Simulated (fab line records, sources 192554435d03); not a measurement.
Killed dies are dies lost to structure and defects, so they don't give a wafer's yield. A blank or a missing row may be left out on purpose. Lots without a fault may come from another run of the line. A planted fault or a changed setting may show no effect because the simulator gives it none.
fab line records | flow n5_finfet
record lots=7 wafers=19 last_day=17
route steps=1938 shown HKMG_FIN@409 BEOL_M4@1111 PASSIVATION@1936
lots that met no fault: from a run of the same line without faults
start_h: hours from the record's first day to the start of the lot's first wafer shown | wait_h: hours since the lot's step before | " the same as in the row above | L1.1+2: a row that stands for several wafers | - no value, or no start given | * or withheld: withheld | < > ~ a bound
route shown NAME@n: a module of which the file shows steps, and the number in the route of the first | usual: mean/standard deviation of fault-free wafers | same: alike in all rows | chamber/n: place in a boat | sites: the reading at each site | _std_site: their standard deviation | _edge_site: outer sites' mean less inner sites' | radius_mm: how far each site lies from the wafer's centre | mask NAME#n: copy n | behind: the tool/chamber that last shaped the wafer | hold: why the lot was held/for how many hours/how that ended | device: the transistor (n, p or np) that didn't switch | end of line: the same wafers' tests at the end of the route | a step without rows: its recipe alone | killed: dies lost to structure and defects at the first sort, not the wafer's yield | map: a wafer's dies, x killed, . not, _ none there
set.NAME: the setting as run; set.NAME@STEP: as run at that earlier step | model.NAME: the simulator's own value behind a step, which no gauge read
lots at some steps of the route; a table a step, a row a wafer
services: from which hour (start_h, from the record's first day; less than 0 if before it) a tool's chamber was out of use, for how many hours, and why
## steps
# step N5_HKMG_FIN_STRIP_60
# recipe chemistry=N2/H2 power_w=2500 temp_c=300 h2_frac=0.65 time_s=360 pressure_mtorr=withheld n2_flow_sccm=1750 h2_flow_sccm=3250
# usual drypump_motor_current_A=5.36/0.22 h2_flow_sccm=3250/9.2 heater_power_w=428/34
# columns lot.wafer tool chamber start_h wait_h drypump_motor_current_A h2_flow_sccm heater_power_w rf_hours_counter_h
L998.1 plasma_asher-01 1 77.01 0.0 5.34 3258 461 43
L998.2 " 0 " " 5.63 3272 384 43
L998.5 " 1 " " 5.35 3254 471 -
L999.2 plasma_asher-02 1 83.51 0.0 5.36 3255 409 84
L999.4 " 1 " " 5.36 3253 399 -
L999.6 " 0 " " 5.00 3251 454 -
L108.5 plasma_asher-02 0 144.74 0.3 5.00 3265 441 -
L108.6 " 1 " " 5.38 3238 413 -
L109.3 plasma_asher-01 0 154.39 0.1 5.64 3263 387 -
L109.6 " 0 " " 5.65 3249 382 -
L110.2 plasma_asher-02 1 171.43 0.0 5.36 3232 407 98
L110.3 " 1 " " 5.37 3242 407 -
L110.6 " 1 " " 5.38 3241 398 -
L112.2 plasma_asher-02 0 173.66 0.0 5.00 3256 448 99
L112.3 " 1 " " 5.37 3243 412 -
L112.5 " 1 " " 5.37 3242 409 -
L115.1 plasma_asher-01 0 182.06 0.0 5.58 3252 399 63
L115.2 " 1 " " 5.34 3263 464 63
L115.3 " 1 " " 5.34 3254 473 -
# step N5_HKMG_FIN_WET_ETCH_77
# recipe chemistry=dHCl mix=1:10000 temp_c=25 target=La2O3 stop_on=HfO2 target_depth_nm=2
# step N5_HKMG_FIN_WET_ETCH_78
# recipe chemistry=dNH4OH mix=1:50 temp_c=25 target=Al2O3 stop_on=La2O3 target_depth_nm=4.5 dry=ipa_marangoni rinse_time_s=30 rinse_temp_c=23
# step N5_HKMG_FIN_ALD_79
# recipe material=TiN target_thk_a=15 temp_c=400 ald_precursor_family=TiCl4 ald_co_reactant=NH3 pulse_time_s=1 purge_time_s=3 co_reactant_purge_time_s=2 co_reactant_pulse_time_s=2 ald_cycles=68 pressure_torr=3
# usual ald_cycles=68/0 chamber_pressure_Torr=3.000/0.0066 heater_power_w=876/80 precursor_pulse_height_rel=1.002/0.019
# same purge_time_s=3
# columns lot.wafer tool chamber start_h wait_h ald_cycles chamber_pressure_Torr heater_power_w precursor_pulse_height_rel
L998.1 ald_metal-03 0 77.50 0.0 68 2.998 846 1.003
L998.2 " 1 " " 68 2.998 862 1.001
L998.5 " 2 " " 68 2.986 818 1.023
L999.2 ald_metal-02 3 84.00 0.0 68 3.001 846 0.977
L999.4 " 1 " " 68 3.009 726 1.003
L999.6 " 3 " " 68 2.989 858 1.021
L108.5 ald_metal-03 2 145.23 0.2 68 3.007 791 0.997
L108.6 " 3 " " 68 2.998 963 1.011
L109.3 ald_metal-03 0 154.76 0.0 68 3.009 825 0.989
L109.6 " 1 " " 68 3.010 852 0.981
L110.2 ald_metal-03 0 171.92 0.0 68 2.990 850 0.986
L110.3 " 2 " " 68 3.002 821 1.023
L110.6 " 3 " " 68 2.997 959 1.012
L112.2 ald_metal-03 0 174.14 0.0 68 3.003 853 1.002
L112.3 " 2 " " 68 2.994 841 1.005
L112.5 " 0 " " 68 3.002 828 1.023
L115.1 ald_metal-03 1 182.55 0.0 68 3.001 876 0.971
L115.2 " 0 " " 68 2.997 870 1.009
L115.3 " 2 " " 68 3.005 834 0.999
# step N5_HKMG_FIN_CVD_62
# recipe material=a-Si target_thk_a=30 temp_c=500 precursor=Si2H6 pressure_torr=1 time_s=20.8
# usual chamber_pressure_Torr=1.0002/0.0024 heater_power_w=1526/170
# columns lot.wafer tool chamber start_h wait_h chamber_pressure_Torr heater_power_w
L998.1 thermal_cvd_si-02 0 77.86 0.2 1.0010 1545
L998.2 " 1 " " 1.0023 1477
L998.5 " 1 " " 1.0036 1425
L999.2 thermal_cvd_si-01 2 84.36 0.2 0.9984 1587
L999.4 " 1 " " 1.0027 1229
L999.6 " 2 " " 1.0015 1645
L108.5 thermal_cvd_si-02 0 145.47 0.1 1.0034 1526
L108.6 " 1 " " 0.9968 1433
L109.3 thermal_cvd_si-01 0 155.12 0.2 0.9994 1605
L109.6 " 1 " " 1.0014 1187
L110.2 thermal_cvd_si-02 0 172.28 0.2 0.9964 1575
L110.3 " 1 " " 1.0002 1486
L110.6 " 0 " " 0.9997 1538
L112.2 thermal_cvd_si-02 0 174.50 0.2 0.9998 1567
L112.3 " 2 " " 0.9969 1781
L112.5 " 0 " " 0.9994 1496
L115.1 thermal_cvd_si-01 1 182.93 0.2 1.0017 1239
L115.2 " 0 " " 1.0002 1566
L115.3 " 2 " " 0.9971 1644
# step N5_HKMG_FIN_RTA_80
# recipe temp_c=withheld time_s=2 ambient=N2 idle_temp_c=600 ramp_up_c_per_s=150 ramp_down_c_per_s=60 cool_to_c=600
# step N5_HKMG_FIN_PRECLEAN_64
# recipe chemistry=dHF time_s=30 temp_c=25 dilution=withheld
# step N5_HKMG_FIN_WET_ETCH_65
# recipe chemistry=TMAH temp_c=70 conc_wt_pct=5 target=a-Si stop_on=TiN time_s=49 target_depth_nm=3
# step N5_HKMG_FIN_WET_ETCH_81
# recipe chemistry=SC1 target=TiN stop_on=HfO2 mix=1:1:5 temp_c=60 time_s=57 target_depth_nm=6
# step N5_HKMG_FIN_WET_ETCH_82
# recipe chemistry=dHCl mix=1:10000 temp_c=25 target=La2O3 stop_on=HfO2 target_depth_nm=2 dry=ipa_marangoni rinse_time_s=30 rinse_temp_c=23
# step N5_HKMG_FIN_ALD_36
# recipe material=TiN target_thk_a=10 temp_c=400 ald_precursor_family=TiCl4 ald_co_reactant=NH3 pulse_time_s=1 purge_time_s=3 co_reactant_purge_time_s=2 co_reactant_pulse_time_s=2 ald_cycles=47 pressure_torr=3
# usual ald_cycles=47/0 chamber_pressure_Torr=3.000/0.0066 heater_power_w=868/87 precursor_pulse_height_rel=1.001/0.018
# same purge_time_s=3
# columns lot.wafer tool chamber start_h wait_h ald_cycles chamber_pressure_Torr heater_power_w precursor_pulse_height_rel
L998.1 ald_metal-04 3 78.26 0.0 47 2.989 771 1.004
L998.2 " 2 " " 47 2.996 870 1.000
L998.5 " 0 " " 47 2.995 1043 1.020
L999.2 ald_metal-02 3 84.81 0.0 47 3.011 855 1.002
L999.4 " 2 " " 47 2.990 936 0.993
L999.6 " 1 " " 47 3.002 735 0.983
L108.5 ald_metal-04 3 145.94 0.2 47 3.009 793 0.987
L108.6 " 1 " " 47 3.002 783 0.994
L109.3 ald_metal-02 0 155.54 0.0 47 2.998 991 1.011
L109.6 " 2 " " 47 3.005 960 1.033
L110.2 ald_metal-02 1 172.67 0.0 47 2.986 751 0.992
L110.3 " 0 " " 47 3.002 959 0.999
L110.6 " 1 " " 47 3.000 734 0.999
L112.2 ald_metal-04 1 174.91 0.0 47 3.006 790 1.003
L112.3 " 3 " " 47 3.001 758 1.011
L112.5 " 3 " " 47 2.998 777 1.019
L115.1 ald_metal-03 2 183.40 0.0 47 2.991 857 1.004
L115.2 " 0 " " 47 3.003 859 1.030
L115.3 " 3 " " 47 2.990 963 1.023
# step N5_HKMG_FIN_THK_MEAS_70
# recipe thk_meas_gauge=xrf reads=HfO2_of_HKMG_FIN_HK_ALD_01
# usual HK_THK=1.587/0.02
# columns lot.wafer tool chamber start_h wait_h HK_THK[nm]
L998.1 film_metro-02 - 78.54 0.2 1.578
L998.2 " - " " 1.610
L998.5 " - " " 1.584
L999.2 film_metro-01 - 85.09 0.2 1.586
L999.4 " - " " 1.598
L999.6 " - " " 1.606
L108.5 film_metro-02 - 146.10 0.0 1.574
L108.6 " - " " 1.583
L109.3 film_metro-01 - 155.82 0.2 1.566
L109.6 " - " " 1.568
L110.2 film_metro-02 - 172.96 0.2 1.595
L110.3 " - " " 1.610
L110.6 " - " " 1.613
L112.2 film_metro-02 - 175.19 0.2 1.576
L112.3 " - " " 1.543
L112.5 " - " " 1.582
L115.1 film_metro-01 - 183.68 0.2 1.607
L115.2 " - " " 1.617
L115.3 " - " " 1.602
# step N5_HKMG_FIN_PWFM_ALD_03
# recipe material=TiN target_thk_a=20 temp_c=400 ald_precursor_family=TiCl4 ald_co_reactant=NH3 pulse_time_s=1 purge_time_s=3 co_reactant_purge_time_s=2 co_reactant_pulse_time_s=2 ald_cycles=91 pressure_torr=3
# usual ald_cycles=91/0 chamber_pressure_Torr=3.000/0.0069 heater_power_w=860/93 precursor_pulse_height_rel=0.997/0.02
# same purge_time_s=3
# columns lot.wafer tool chamber start_h wait_h ald_cycles chamber_pressure_Torr heater_power_w precursor_pulse_height_rel
L998.1 ald_metal-03 2 78.57 0.0 91 3.005 816 0.982
L998.2 " 0 " " 91 3.004 815 0.988
L998.5 " 2 " " 91 2.987 804 0.974
L999.2 ald_metal-04 3 85.12 0.0 91 2.985 761 0.984
L999.4 " 0 " " 91 2.991 1054 0.960
L999.6 " 2 " " 91 2.998 879 0.981
L108.5 ald_metal-04 3 146.36 0.3 88 3.005 780 1.004
L108.6 " 1 " " 91 3.008 793 0.991
L109.3 ald_metal-04 1 155.85 0.0 88 3.001 787 0.956
L109.6 " 1 " " 91 3.010 779 1.032
L110.2 ald_metal-04 2 172.99 0.0 91 3.007 882 0.993
L110.3 " 3 " " 88 2.991 779 0.998
L110.6 " 2 " " 91 3.004 899 1.026
L112.2 ald_metal-02 2 175.23 0.0 91 3.005 941 0.996
L112.3 " 0 " " 91 3.011 989 0.997
L112.5 " 2 " " 91 2.985 908 0.982
L115.1 ald_metal-02 3 183.71 0.0 91 2.999 848 0.966
L115.2 " 0 " " 91 2.999 980 1.009
L115.3 " 1 " " 91 2.999 731 0.966
# step N5_HKMG_FIN_COAT_29
# recipe resist=SOC temp_c=250 time_s=60 spin_rpm=1500 resist_thk_nm=300
# step N5_BEOL_M4_RC_MEAS_101
# usual DIBL_N=36.5/1.4 DIBL_P=36.6/1.9 IOFF_N=0.167/0.029 IOFF_P=0.21/0.033 ION_N=674/12 ION_P=460/8.9 SS_N=71.6/0.57 SS_P=73.4/0.61 VT_N=249/3.3 VT_P=-250/3.3
# columns lot.wafer tool chamber start_h wait_h DIBL_N[mV/V] DIBL_P[mV/V] IOFF_N[nA/um] IOFF_P[nA/um] ION_N[uA/um] ION_P[uA/um] SS_N[mV/dec] SS_P[mV/dec] VT_N[mV] VT_P[mV]
L998.1 prober-01 0 163.74 0.6 36.7 38.0 0.190 0.20 672 454 71.9 73.4 245 -253
L998.2 " 0 " " 35.6 36.2 0.158 0.18 672 451 72.0 73.6 248 -255
L998.5 " 0 " " 37.2 38.2 0.186 0.21 673 456 72.3 73.6 247 -250
L999.2 prober-02 0 178.52 0.2 37.4 37.6 0.212 0.22 686 465 71.4 73.6 242 -249
L999.4 " 0 " " 39.0 39.3 0.233 0.27 683 462 72.7 74.2 242 -247
L999.6 " 0 " " 35.4 35.3 0.149 0.19 661 456 71.3 73.7 250 -251
L108.5 prober-01 0 234.01 0.6 37.7 38.1 0.179 0.24 676 462 71.7 73.1 246 -247
L108.6 " 0 " " 36.4 37.5 0.161 0.24 685 478 71.1 73.1 248 -249
L109.3 prober-02 0 242.40 0.3 36.3 36.1 0.164 0.15 669 448 70.9 72.8 246 -256
L109.6 " 0 " " 37.2 37.6 0.186 0.19 674 450 71.9 74.1 244 -253
L110.2 prober-02 0 261.77 0.6 35.5 34.6 0.159 0.21 672 461 71.6 73.5 248 -251
L110.3 " 0 " " 33.6 32.6 0.123 0.15 668 453 70.5 72.7 252 -257
L110.6 " 0 " " 35.6 35.3 0.165 0.22 680 465 71.1 73.3 249 -249
L112.2 prober-01 0 265.89 0.2 37.2 38.0 0.184 0.21 679 464 70.9 73.5 246 -249
L112.3 " 0 " " 39.7 39.8 0.224 0.25 676 455 72.4 74.5 248 -249
L112.5 " 0 " " 37.9 39.0 0.195 0.22 678 460 72.5 74.1 249 -250
L115.1 prober-01 0 289.23 0.0 36.2 35.8 0.151 0.19 667 455 72.2 73.4 252 -252
L115.2 " 0 " " 38.6 39.5 0.195 0.25 667 460 72.0 74.2 248 -249
L115.3 " 0 " " 38.4 38.6 0.184 0.23 688 466 71.4 73.7 249 -250
# step N5_PASSIVATION_PROBE_49
# usual defect_limited_yield=91.2/1.6 killed_at_M0_to_M3=34/11 killed_at_M4_up=14/5.7 killed_at_contacts=14/6.6 killed_at_front_end=37/10 killed_at_other=4/3.2 killed_dies=104/19 killed_open=69/13 killed_short=33/8.7 sort_bin_5_function=5.1/1 sort_bin_6_memory=3.3/0.76 sort_n_pass=1076/19 sort_yield_pct=91.2/1.6
# same gross_dies=1180 killed_at_back_side=0 sort_bin_4_leakage[%]=0 sort_bin_8_speed[%]=0
# columns lot.wafer tool chamber start_h wait_h defect_limited_yield[%] killed_at_M0_to_M3 killed_at_M4_up killed_at_contacts killed_at_front_end killed_at_other killed_dies killed_open killed_short sort_bin_5_function[%] sort_bin_6_memory[%] sort_n_pass sort_yield_pct[%]
L108.5 prober-01 - 331.68 0.2 90.3 37 12 21 35 10 115 79 36 5.9 3.4 1065 90.3
L110.2 prober-02 - 360.57 0.1 90.5 29 15 14 49 5 112 68 44 6.3 2.7 1068 90.5
L110.3 prober-02 - 360.62 0.1 91.0 27 12 22 42 3 106 68 37 5.8 2.8 1074 91.0
L110.6 prober-02 - 360.77 0.3 88.2 39 13 37 43 7 139 88 51 6.4 4.8 1041 88.2
# killed by level:class
L108.5 MOL_CONTACT_COAG:geometric_particle:open=20 FIN_SAQP:geometric_particle:open=11 BEOL_M2:geometric_particle:open=10 FIN_SAQP:geometric_particle:short=8 BEOL_M3:geometric_particle:open=8 STI_FIN_REVEAL:geometric_particle:open=7 BEOL_M0_SAQP:geometric_particle:short=6 BEOL_M4:geometric_particle:open=6
L110.2 STI_FIN_REVEAL:geometric_particle:open=20 FIN_SAQP:geometric_particle:short=8 BEOL_M2:geometric_particle:open=8 MOL_CONTACT_COAG:geometric_particle:short=7 MOL_CONTACT_COAG:geometric_particle:open=7 BEOL_M0_SAQP:geometric_particle:short=6 FIN_SAQP:geometric_particle:open=5 STI_FIN_REVEAL:geometric_particle:short=5
L110.3 MOL_CONTACT_COAG:geometric_particle:open=15 BEOL_M3:geometric_particle:open=8 STI_FIN_REVEAL:geometric_particle:open=7 GATE_CUT:geometric_particle:open=7 MOL_CONTACT_COAG:geometric_particle:short=7 FIN_SAQP:geometric_particle:open=6 GATE_CUT:geometric_particle:short=6 BEOL_M0_SAQP:geometric_particle:short=5
L110.6 MOL_CONTACT_COAG:geometric_particle:open=34 BEOL_M0_SAQP:geometric_particle:short=15 BEOL_M0_SAQP:geometric_particle:open=14 STI_FIN_REVEAL:geometric_particle:open=8 GATE_CUT:geometric_particle:short=8 BEOL_M4:geometric_particle:open=7 FIN_SAQP:geometric_particle:short=5 FIN_SAQP:geometric_particle:open=4
## services
# columns tool chamber start_h hours kind
thermal_cvd_si-01 - 70.47 1.1 repair
ald_metal-04 - 70.52 2.8 pm
ald_metal-04 - 80.09 1.7 repair
ald_metal-03 - 84.32 6.0 pm
ald_metal-03 2 132.89 - calibration
ald_metal-04 0 133.45 46.5 repair
plasma_asher-02 - 134.65 0.7 repair
thermal_cvd_si-01 - 142.00 0.5 repair
ald_metal-04 - 149.32 0.6 repair
ald_metal-02 3 159.83 23.7 repair
ald_metal-04 2 165.48 - calibration
thermal_cvd_si-02 0 177.86 4.2 repair
## key
first_sign step=N5_HKMG_FIN_PWFM_ALD_03 reading=ald_cycles direction=down sigmas=99+ usual=* struck=*
effect none on later readings
met_at N5_HKMG_FIN_PWFM_ALD_03
struck_wafers L108.5,L109.3,L110.3
onset_between 85.12 146.36
fault kind=process_parameter_drift tool=ald_metal-04 chamber=- onset_h=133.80 steps=N5_HKMG_FIN_PWFM_ALD_03 channel=ald_cycles offset=* shape=step end_h=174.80 scope=struck_wafers_only acts_in=* stated=*
